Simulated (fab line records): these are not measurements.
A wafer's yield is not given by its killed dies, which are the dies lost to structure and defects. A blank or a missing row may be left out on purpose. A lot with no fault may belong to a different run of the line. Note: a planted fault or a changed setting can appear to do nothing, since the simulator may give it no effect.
fab line records    flow nand_harc
[record] lots = 13  wafers = 39  last_day = 34
route steps=1302 shown A_BONDPAD@1219 THIN_TSV@1244 END@1302
lots that met no fault: taken from a fault-free run of the same line
start_h: the number of hours between the record's first day and the start of the first shown wafer of the lot    wait_h: how many hours have passed since the lot's step before this one    " same as the row above    L1.1+2: a row that stands for several wafers    - value missing, or start not given    * or withheld: withheld    < > ~ a bound
route shown NAME@n: NAME is a module with steps in the file, n the number in the route of the first one    usual: the fault-free wafers' mean and standard deviation    same: alike in all rows    chamber/n: place in a boat    sites: the reading at each site    _std_site: their standard deviation    _edge_site: the outer-site mean with the inner-site mean subtracted    radius_mm: for every site, how far away it sits from the centre of the wafer    mask NAME#n: copy n    behind: tool/chamber where the wafer was last shaped    hold: what put the lot on hold/how long, in hours/how the hold closed    device: the transistor (n, p or np) that didn't switch    end of line: tests of these same wafers at the route's end    for a step that has no rows: nothing shown but its recipe    killed: dies that structure and defects cost at the first sort, which is not the same as the wafer's yield    map: a wafer's dies, x killed, . not, _ none there
set.NAME: the setting the step ran with; set.NAME@STEP: the setting that earlier step ran with    model.NAME: the simulator's own value behind a step, which no gauge read
a sample of lots followed through the steps of the route, with each step as a table and each wafer as a row
services: from which hour (start_h, from the record's first day; less than 0 if before it) a tool's chamber was out of use, for how many hours, and why
[[steps]]
[step NHARC_A_BONDPAD_ETCH_34]
[recipe] target_depth_a = 600  overetch_a = 180  time_s = 65.91  ion_energy_ev = 200  n2_flow_sccm = 150  h2_flow_sccm = 150  ar_flow_sccm = 0  rf_w = 400  bias_w = 150  chemistry = N2/H2
[usual] drypump_motor_current_A = 5.6/0.57  oes_product_au = 1.001/0.0095  rf_vpp_V = 431.5/3  showerhead_plenum_p_Torr = 2.07/0.1  throttle_valve_pct = 14.171/0.0099
lot.wafer  tool         chamber  start_h  wait_h  drypump_motor_current_A  oes_product_au  rf_hours_counter_h  rf_vpp_V  showerhead_plenum_p_Torr  throttle_valve_pct
L404.2     rie_diel-08  2        540.82   0.1     4.7                      0.999           3                   433.7     2.16                      14.169
L404.1     "            1        "        "       6.0                      0.985           3                   433.6     2.11                      14.167
L404.5     "            2        "        "       4.8                      1.005           -                   432.4     2.16                      14.170
L403.3     rie_diel-08  2        543.50   0.1     4.8                      1.001           4                   433.0     2.16                      14.169
L403.5     "            1        "        "       6.0                      0.986           -                   432.2     2.11                      14.169
L403.6     "            2        "        "       4.7                      1.010           -                   433.3     2.15                      14.164
L407.1     rie_diel-03  1        552.16   0.1     5.3                      0.997           14                  425.4     1.88                      14.153
L407.5     "            1        "        "       5.3                      0.984           -                   426.4     1.88                      14.148
L407.6     "            2        "        "       5.2                      0.987           -                   434.0     2.14                      14.171
L409.3     rie_diel-05  2        595.19   0.1     6.5                      0.989           0                   435.5     2.22                      14.184
L409.2     "            1        "        "       5.3                      1.005           0                   427.1     1.92                      14.151
L409.5     "            3        "        "       5.2                      1.022           -                   431.3     2.08                      14.170
L410.3     rie_diel-08  3        598.72   0.1     6.6                      1.011           1                   428.9     1.98                      14.171
L410.2     "            0        "        "       6.1                      1.017           1                   426.3     1.92                      14.166
L410.4     "            1        "        "       6.0                      0.992           1                   432.9     2.11                      14.189
L411.2     rie_diel-03  3        631.54   0.1     5.7                      0.985           31                  433.1     2.10                      14.170
L411.4     "            0        "        "       5.7                      1.002           31                  433.4     2.13                      14.178
L411.1     "            2        "        "       5.2                      1.005           27                  434.0     2.14                      14.168
L412.1     rie_diel-08  2        633.37   0.1     4.8                      0.995           2                   433.0     2.15                      14.166
L412.2     "            3        "        "       6.6                      0.999           1                   428.3     1.97                      14.159
L412.3     "            1        "        "       6.0                      0.995           2                   432.9     2.11                      14.176
L421.1     rie_diel-08  3        711.68   0.1     6.6                      1.006           3                   428.1     1.97                      14.168
L421.2     "            0        "        "       6.1                      1.006           4                   427.5     1.92                      14.153
L421.4     "            1        "        "       6.0                      1.002           3                   432.4     2.11                      14.170
L424.2     rie_diel-05  0        729.49   0.1     5.6                      0.999           44                  434.3     2.16                      14.190
L424.6     "            0        "        "       5.6                      1.011           -                   434.6     2.16                      14.184
L424.5     "            1        "        "       5.3                      1.014           -                   426.1     1.90                      14.172
L422.4     rie_diel-08  2        735.61   0.1     4.7                      1.001           0                   435.6     2.15                      14.167
L422.1     "            3        "        "       6.6                      1.003           0                   428.3     1.97                      14.174
L422.6     "            1        "        "       5.9                      1.015           -                   431.6     2.11                      14.182
L423.4     rie_diel-08  3        736.34   0.1     6.6                      0.997           0                   427.2     1.97                      14.165
L423.1     "            0        "        "       6.0                      0.999           0                   426.8     1.92                      14.195
L423.5     "            2        "        "       4.8                      1.002           -                   434.0     2.15                      14.174
L425.1     rie_diel-03  1        760.25   0.1     5.3                      1.011           18                  435.6     2.21                      14.174
L425.3     "            2        "        "       5.2                      0.993           17                  432.3     2.13                      14.165
L425.4     "            3        "        "       5.7                      1.001           19                  431.4     2.09                      14.178
L426.1     rie_diel-03  3        773.63   0.1     5.6                      0.998           22                  432.4     2.09                      14.164
L426.2     "            0        "        "       5.6                      0.996           24                  432.5     2.12                      14.188
L426.5     "            1        "        "       5.3                      1.010           -                   434.1     2.21                      14.159
[step NHARC_A_BONDPAD_CD_MEAS_13]
[usual] cd_nm = 498.6/1.9
lot.wafer  tool       chamber  start_h  wait_h  cd_nm
L404.1     cd_sem-03  -        541.06   -       501.0
L404.2     "          -        "        "       499.9
L404.5     "          -        "        "       497.1
L403.3     cd_sem-01  -        543.73   -       500.4
L403.5     "          -        "        "       499.1
L403.6     "          -        "        "       499.8
L407.1     cd_sem-01  -        552.39   -       499.5
L407.5     "          -        "        "       497.0
L407.6     "          -        "        "       496.5
L409.2     cd_sem-02  -        595.42   -       500.2
L409.3     "          -        "        "       500.5
L409.5     "          -        "        "       497.2
L410.2     cd_sem-02  -        598.95   -       496.1
L410.3     "          -        "        "       497.0
L410.4     "          -        "        "       495.6
L411.1     cd_sem-01  -        631.77   -       500.0
L411.2     "          -        "        "       500.2
L411.4     "          -        "        "       496.9
L412.1     cd_sem-03  -        633.60   -       501.3
L412.2     "          -        "        "       500.8
L412.3     "          -        "        "       500.5
L421.1     cd_sem-02  -        711.92   -       499.6
L421.2     "          -        "        "       495.9
L421.4     "          -        "        "       498.6
L424.2     cd_sem-02  -        729.73   -       502.6
L424.5     "          -        "        "       500.8
L424.6     "          -        "        "       499.8
L422.1     cd_sem-02  -        735.84   -       499.1
L422.4     "          -        "        "       497.3
L422.6     "          -        "        "       500.7
L423.1     cd_sem-01  -        736.56   -       496.7
L423.4     "          -        "        "       499.3
L423.5     "          -        "        "       499.5
L425.1     cd_sem-01  -        760.48   -       497.2
L425.3     "          -        "        "       496.3
L425.4     "          -        "        "       496.0
L426.1     cd_sem-02  -        773.85   -       499.4
L426.2     "          -        "        "       500.3
L426.5     "          -        "        "       497.8
[step NHARC_THIN_TSV_GRIND_00]
[recipe] target_thk_um = 6
[usual] head_pressure_psi = 4.002/0.0084  motor_current_A = 12.002/0.022
lot.wafer  tool        chamber  start_h  wait_h  head_pressure_psi  motor_current_A
L403.3     grinder-01  0        553.42   0.5     3.999              11.992
L403.5     "           0        "        "       3.996              12.008
L403.6     "           0        "        "       3.985              12.019
L404.1     grinder-01  0        554.22   1.4     4.018              12.003
L404.2     "           0        "        "       4.017              11.967
L404.5     "           0        "        "       4.006              11.994
L407.1     grinder-01  0        562.72   1.3     3.999              12.002
L407.5     "           0        "        "       4.009              12.010
L407.6     "           0        "        "       4.010              12.037
L409.2     grinder-01  0        607.31   0.3     4.011              12.034
L409.3     "           0        "        "       3.987              11.983
L409.5     "           0        "        "       3.999              12.000
L410.2     grinder-01  0        611.62   0.3     3.996              12.051
L410.3     "           0        "        "       4.003              11.993
L410.4     "           0        "        "       3.999              12.040
L411.1     grinder-01  0        643.43   0.1     4.004              12.024
L411.2     "           0        "        "       4.012              11.966
L411.4     "           0        "        "       4.004              11.997
L412.1     grinder-01  0        645.83   2.5     4.002              11.964
L412.2     "           0        "        "       4.005              11.983
L412.3     "           0        "        "       3.996              11.974
L421.1     grinder-01  0        724.75   0.1     3.990              11.995
L421.2     "           0        "        "       4.009              11.975
L421.4     "           0        "        "       4.007              11.996
L424.2     grinder-01  0        751.64   9.7     4.002              11.995
L424.5     "           0        "        "       3.991              12.019
L424.6     "           0        "        "       4.006              11.982
L422.1     grinder-01  0        753.74   0.1     4.008              12.002
L422.4     "           0        "        "       4.004              11.979
L422.6     "           0        "        "       4.005              12.012
L423.1     grinder-01  0        754.94   1.3     4.005              12.029
L423.4     "           0        "        "       4.004              12.005
L423.5     "           0        "        "       4.007              12.018
L425.1     grinder-01  0        772.52   0.1     4.011              12.015
L425.3     "           0        "        "       3.999              12.026
L425.4     "           0        "        "       3.994              12.013
L426.1     grinder-01  0        785.57   0.1     3.986              11.982
L426.2     "           0        "        "       3.988              11.999
L426.5     "           0        "        "       3.989              12.001
[step NHARC_THIN_TSV_CMP_01]
[recipe] target_thk_um = 3
[usual] motor_current_A = 12.5/1.4
lot.wafer  tool    chamber  start_h  wait_h  motor_current_A
L403.3     cmp-01  2        554.32   0.7     10.3
L403.6     "       3        "        "       14.5
L403.5     "       0        "        "       12.8
L404.2     cmp-01  0        555.48   0.9     12.5
L404.1     "       1        "        "       13.2
L404.5     "       3        "        "       15.0
L407.1     cmp-02  0        563.99   1.1     13.1
L407.6     "       2        "        "       11.0
L407.5     "       3        "        "       12.1
L409.2     cmp-01  2        608.34   0.8     10.4
L409.3     "       0        "        "       12.1
L409.5     "       2        "        "       10.4
L410.4     cmp-02  3        612.67   0.4     12.8
L410.2     "       0        "        "       13.2
L410.3     "       1        "        "       12.7
L411.2     cmp-02  3        644.66   0.8     12.2
L411.4     "       0        "        "       14.0
L411.1     "       1        "        "       11.8
L412.2     cmp-02  2        647.10   0.9     10.6
L412.3     "       3        "        "       12.3
L412.1     "       0        "        "       13.2
L421.4     cmp-03  2        725.98   0.4     12.0
L421.1     "       0        "        "       10.3
L421.2     "       1        "        "       11.4
L424.2     cmp-01  0        752.71   0.9     13.6
L424.5     "       3        "        "       15.1
L424.6     "       0        "        "       12.9
L422.4     cmp-01  2        754.99   0.5     10.8
L422.1     "       3        "        "       14.3
L422.6     "       1        "        "       13.6
L423.1     cmp-01  0        756.17   1.0     12.5
L423.4     "       2        "        "       10.6
L423.5     "       1        "        "       13.7
L425.1     cmp-02  0        773.71   1.0     13.2
L425.3     "       2        "        "       11.5
L425.4     "       3        "        "       12.0
L426.2     cmp-02  0        786.82   0.9     13.9
L426.1     "       2        "        "       11.0
L426.5     "       0        "        "       12.5
[step NHARC_END_SORT_01]
[recipe] temp_c = 25
[usual] defect_limited_yield = 91/3.5  killed_at_array = 59/24  killed_at_other = 0.7/1.2  killed_at_periphery = 3.5/2.6  killed_dies = 63/24  killed_open = 3.2/2.1  killed_short = 2.4/1.5
[same] gross_dies = 677
lot.wafer  tool       chamber  start_h  wait_h  defect_limited_yield[%]  killed_at_array  killed_at_other  killed_at_periphery  killed_dies  killed_open  killed_short
L403.3     prober-01  0        571.97   3.1     90                       61               4                2                    67           4            3
L403.5     prober-01  0        573.56   3.7     88                       77               2                2                    81           3            2
L403.6     prober-01  0        574.36   4.0     89                       70               3                2                    75           2            4
L407.1     prober-02  0        581.53   2.5     96                       23               0                3                    26           1            1
L407.5     prober-02  0        584.69   3.7     94                       36               0                3                    39           2            7
L407.6     prober-02  0        585.49   4.0     96                       27               0                3                    30           8            2
L411.1     prober-02  0        660.89   2.5     0                        74               599              4                    677          4            9
L411.2     prober-02  0        661.70   2.8     0                        80               590              7                    677          5            3
L411.4     prober-02  0        663.31   3.4     0                        82               589              6                    677          3            4
L412.1     prober-01  0        668.67   2.5     0                        60               614              3                    677          1            2
L412.2     prober-01  0        669.48   2.8     0                        63               613              1                    677          4            1
L412.3     prober-01  0        670.29   3.1     0                        60               614              3                    677          3            1
L421.1     prober-01  0        745.22   2.5     85                       93               2                5                    100          6            1
L421.2     prober-01  0        746.03   2.8     85                       100              0                1                    101          6            6
L421.4     prober-01  0        747.63   3.4     86                       92               0                1                    93           2            0
L422.1     prober-02  0        782.24   2.5     95                       29               1                3                    33           1            1
L422.4     prober-02  0        784.63   3.4     92                       44               3                6                    53           5            3
L422.6     prober-02  0        786.22   4.0     92                       48               6                3                    57           0            4
// killed by level:class
L403.3 A_CHANNEL_HOLE_D2:chamber_film_flake=23 A_CHANNEL_HOLE_D1:chamber_film_flake=22 A_STAIRCASE:chamber_film_flake=4 THIN_TSV:chamber_film_flake=4 A_SLIT:chamber_film_flake=3 P_M1:geometric_particle:open=1 A_SOURCE_PLATE:geometric_particle:short=1 A_CHANNEL_HOLE_D1:geometric_particle:open=1
L403.5 A_CHANNEL_HOLE_D1:chamber_film_flake=38 A_CHANNEL_HOLE_D2:chamber_film_flake=24 A_CONTACT:chamber_film_flake=3 A_WL_FILL:chamber_film_flake=2 A_STAIRCASE:chamber_film_flake=2 THIN_TSV:chamber_film_flake=2 A_CHANNEL_HOLE_D1:geometric_particle:short=1 A_DECK1_JOINT:geometric_particle:open=1
L403.6 A_CHANNEL_HOLE_D2:chamber_film_flake=34 A_CHANNEL_HOLE_D1:chamber_film_flake=25 A_STAIRCASE:chamber_film_flake=3 THIN_TSV:chamber_film_flake=3 A_SLIT:chamber_film_flake=2 P_GATE:geometric_particle:open=1 P_CONTACT:geometric_particle:short=1 A_CHANNEL_FILL_D2:geometric_particle:short=1
L407.1 A_CHANNEL_HOLE_D2:chamber_film_flake=8 A_CONTACT:chamber_film_flake=5 P_M1:chamber_film_flake=2 A_CHANNEL_HOLE_D1:chamber_film_flake=2 A_STAIRCASE:chamber_film_flake=2 A_ONON_D1:geometric_particle:open=1 A_DECK1_JOINT:geometric_particle:short=1 P_GATE:chamber_film_flake=1
L407.5 A_CHANNEL_HOLE_D2:chamber_film_flake=9 A_CHANNEL_HOLE_D1:chamber_film_flake=4 A_STAIRCASE:chamber_film_flake=4 A_CHANNEL_FILL_D1:chamber_film_flake=3 A_WL_FILL:chamber_film_flake=3 A_CONTACT:chamber_film_flake=3 A_CHANNEL_HOLE_D2:geometric_particle:short=2 A_WL_FILL:geometric_particle:short=2
L407.6 A_CHANNEL_HOLE_D2:chamber_film_flake=11 A_CHANNEL_FILL_D2:geometric_particle:open=2 A_CHANNEL_HOLE_D1:chamber_film_flake=2 A_CHANNEL_FILL_D1:chamber_film_flake=2 A_STAIRCASE:chamber_film_flake=2 P_GATE:geometric_particle:open=1 P_CONTACT:geometric_particle:open=1 P_M0:geometric_particle:open=1
L411.1 THIN_TSV:area_cmp=599 A_CHANNEL_HOLE_D1:chamber_film_flake=27 A_SLIT:chamber_film_flake=25 A_CHANNEL_HOLE_D2:chamber_film_flake=7 A_ONON_D2:geometric_particle:short=3 A_DECK1_JOINT:geometric_particle:short=2 P_CONTACT:geometric_particle:short=1 A_CHANNEL_FILL_D1:geometric_particle:short=1
L411.2 THIN_TSV:area_cmp=590 A_CHANNEL_HOLE_D1:chamber_film_flake=32 A_SLIT:chamber_film_flake=31 A_CHANNEL_HOLE_D2:chamber_film_flake=7 A_ONON_D2:geometric_particle:short=2 P_CONTACT:chamber_film_flake=2 P_GATE:geometric_particle:open=1 P_GATE:geometric_particle:short=1
L411.4 THIN_TSV:area_cmp=588 A_CHANNEL_HOLE_D1:chamber_film_flake=39 A_SLIT:chamber_film_flake=21 A_CHANNEL_HOLE_D2:chamber_film_flake=9 A_CONTACT:chamber_film_flake=3 A_CHANNEL_HOLE_D1:geometric_particle:short=3 P_ZERO_WELL:chamber_film_flake=2 P_CONTACT:chamber_film_flake=2
L412.1 THIN_TSV:area_cmp=611 A_CHANNEL_HOLE_D1:chamber_film_flake=28 A_CHANNEL_HOLE_D2:chamber_film_flake=17 A_CONTACT:chamber_film_flake=5 A_STAIRCASE:chamber_film_flake=3 THIN_TSV:chamber_film_flake=3 A_WL_FILL:chamber_film_flake=2 A_DECK1_JOINT:geometric_particle:open=1
L412.2 THIN_TSV:area_cmp=613 A_CHANNEL_HOLE_D1:chamber_film_flake=37 A_CHANNEL_HOLE_D2:chamber_film_flake=14 A_CONTACT:chamber_film_flake=6 A_ONON_D2:geometric_particle:open=2 A_CHANNEL_FILL_D1:geometric_particle:open=1 A_CHANNEL_FILL_D1:geometric_particle:short=1 A_SGD_CUT:geometric_particle:open=1
L412.3 THIN_TSV:area_cmp=614 A_CHANNEL_HOLE_D1:chamber_film_flake=39 A_CHANNEL_HOLE_D2:chamber_film_flake=14 A_CONTACT:chamber_film_flake=3 P_M0:geometric_particle:open=2 A_STAIRCASE:chamber_film_flake=2 A_CHANNEL_HOLE_D1:geometric_particle:open=1 A_BLC:geometric_particle:short=1
L421.1 A_CHANNEL_HOLE_D1:chamber_film_flake=33 A_SLIT:chamber_film_flake=30 A_CHANNEL_HOLE_D2:chamber_film_flake=24 P_M0:geometric_particle:open=2 A_ZERO_WELL:chamber_film_flake=2 P_STI:geometric_particle:open=1 A_CHANNEL_FILL_D2:geometric_particle:open=1 A_WL_FILL:geometric_particle:short=1
L421.2 A_CHANNEL_HOLE_D1:chamber_film_flake=30 A_SLIT:chamber_film_flake=27 A_CHANNEL_HOLE_D2:chamber_film_flake=26 A_STAIRCASE:chamber_film_flake=3 A_CHANNEL_FILL_D2:geometric_particle:open=2 A_SGD_CUT:geometric_particle:short=2 A_ZERO_WELL:chamber_film_flake=2 P_M0:geometric_particle:short=1
L421.4 A_CHANNEL_HOLE_D1:chamber_film_flake=33 A_SLIT:chamber_film_flake=23 A_CHANNEL_HOLE_D2:chamber_film_flake=21 A_STAIRCASE:chamber_film_flake=7 A_DECK1_JOINT:chamber_film_flake=2 A_CONTACT:chamber_film_flake=2 A_CHANNEL_FILL_D1:geometric_particle:open=1 A_M0:geometric_particle:open=1
L422.1 A_CHANNEL_HOLE_D1:chamber_film_flake=10 A_CONTACT:chamber_film_flake=6 A_STAIRCASE:chamber_film_flake=5 A_BONDPAD:chamber_film_flake=3 P_ZERO_WELL:chamber_film_flake=2 A_SLIT:chamber_film_flake=2 A_CHANNEL_FILL_D2:geometric_particle:short=1 A_CONTACT:geometric_particle:open=1
L422.4 A_CHANNEL_HOLE_D1:chamber_film_flake=15 A_CONTACT:chamber_film_flake=9 A_STAIRCASE:chamber_film_flake=8 A_SLIT:chamber_film_flake=4 THIN_TSV:chamber_film_flake=3 P_GATE:geometric_particle:open=1 A_SOURCE_PLATE:geometric_particle:open=1 A_DECK1_JOINT:geometric_particle:short=1
L422.6 A_CHANNEL_HOLE_D1:chamber_film_flake=13 A_CONTACT:chamber_film_flake=11 A_SLIT:chamber_film_flake=8 A_STAIRCASE:chamber_film_flake=7 THIN_TSV:chamber_film_flake=6 P_ZERO_WELL:chamber_film_flake=3 A_CHANNEL_HOLE_D2:chamber_film_flake=3 A_BONDPAD:chamber_film_flake=2
[[services]]
tool         chamber  start_h  hours  kind
cmp-02       -        533.89   4.0    pm
grinder-01   -        543.55   1.4    repair
cmp-02       -        544.12   1.1    repair
rie_diel-08  -        544.80   9.0    pm
rie_diel-08  3        558.32   8.6    repair
cmp-02       -        561.45   2.2    repair
cmp-02       -        568.09   1.3    repair
grinder-01   -        569.67   2.1    repair
cmp-01       -        577.59   4.0    pm
cmp-02       -        577.78   2.5    repair
grinder-01   -        615.21   2.7    repair
cmp-01       -        631.02   3.9    repair
cmp-02       -        631.89   4.0    pm
rie_diel-08  0        654.98   3.4    repair
cmp-01       -        664.22   1.6    repair
rie_diel-08  2        665.65   10.4   repair
cmp-02       -        673.28   0.2    repair
cmp-01       -        675.59   4.0    pm
cmp-01       -        698.99   1.7    repair
rie_diel-08  -        721.80   9.0    pm
cmp-02       -        729.89   4.0    pm
grinder-01   -        741.04   8.0    pm
cmp-01       -        773.59   4.0    pm
cmp-02       -        778.77   0.3    repair
[[key]]
[first_sign] step = NHARC_END_SORT_01  reading = killed_at_other  direction = up  sigmas = 99+  usual = 0.7  struck = 603.2
[effect] step = NHARC_END_SORT_01  reading = defect_limited_yield  direction = down  sigmas = 26  usual = 91  struck = 0
[more_kills_born_at] NHARC_THIN_TSV_CMP_01@cmp-02 = 3615
met_at NHARC_THIN_TSV_GRIND_00
struck_lots L411,L412
later_rows_left_out L411.1,L411.2,L411.4,L412.1,L412.2,L412.3
not_acting_at NHARC_A_BONDPAD_ETCH_34,NHARC_A_BONDPAD_CD_MEAS_13,NHARC_THIN_TSV_CMP_01
onset_between 611.62 643.43
[fault] kind = process_parameter_drift  tool = grinder-01  chamber = -  onset_h = 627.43  steps = NHARC_THIN_TSV_GRIND_00  channel = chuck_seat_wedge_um  offset = 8  shape = step  end_h = 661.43
// later_rows_left_out: the simulator's readings of these wafers behind a module that went badly wrong aren't trusted and aren't shown, but for the sort
